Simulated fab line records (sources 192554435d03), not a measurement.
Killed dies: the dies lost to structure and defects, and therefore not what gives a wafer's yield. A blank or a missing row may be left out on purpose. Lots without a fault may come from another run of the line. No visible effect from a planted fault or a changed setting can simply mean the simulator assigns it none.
Chamber matching + flow n5 finfet + N5_BEOL_M6_DESCUM_16 on rie diel-04: 4 sister chambers
The step chemistry O2, time 7.9 s. 4 wafers are shown with their chamber, then 8 later ones without.

WAFERS PAIRED WITH THEIR CHAMBERS
| wafer  | chamber | showerhead plenum p Torr (Torr) |
|--------|---------|---------------------------------|
| L078.1 | 2       | 2.09                            |
| L085.2 | 0       | 1.99                            |
| L088.2 | 3       | 2.01                            |
| L087.2 | 1       | 2.14                            |

WAFERS WHOSE CHAMBER IS MISSING
| wafer  | showerhead plenum p Torr (Torr) |
|--------|---------------------------------|
| L087.4 | 2.08                            |
| L087.6 | 2.01                            |
| L090.2 | 2.14                            |
| L090.3 | 2.01                            |
| L090.5 | 1.99                            |
| L097.1 | 2.01                            |
| L097.3 | 2.13                            |
| L097.4 | 2.08                            |

WHICH CHAMBER EACH WENT THROUGH
| wafer  | from the rows above | in truth |
|--------|---------------------|----------|
| L087.4 | 2                   | 2        |
| L087.6 | 3                   | 3        |
| L090.2 | 1                   | 1        |
| L090.3 | 3                   | 3        |
| L090.5 | 0                   | 0        |
| L097.1 | 3                   | 3        |
| L097.3 | 1                   | 1        |
| L097.4 | 2                   | 2        |
Correctly placed: 8 of 8. From these rows, 0 cannot be placed. Number placed wrongly: 0.
How it was worked out, from the rows above alone: a wafer's distance from a chamber is the root of the sum, over the readings, of the square of ((its reading less the chamber's mean) divided by the reading's scatter). If the next closest chamber is less than 2 further off than the closest, the wafer can't be placed; otherwise it belongs to the closest. For every chamber, the mean is computed from those of its wafers that are shown. The scatter (one wafer shown for each chamber): square how far every hidden wafer sits from the nearest shown wafer, average those squares and take the square root.
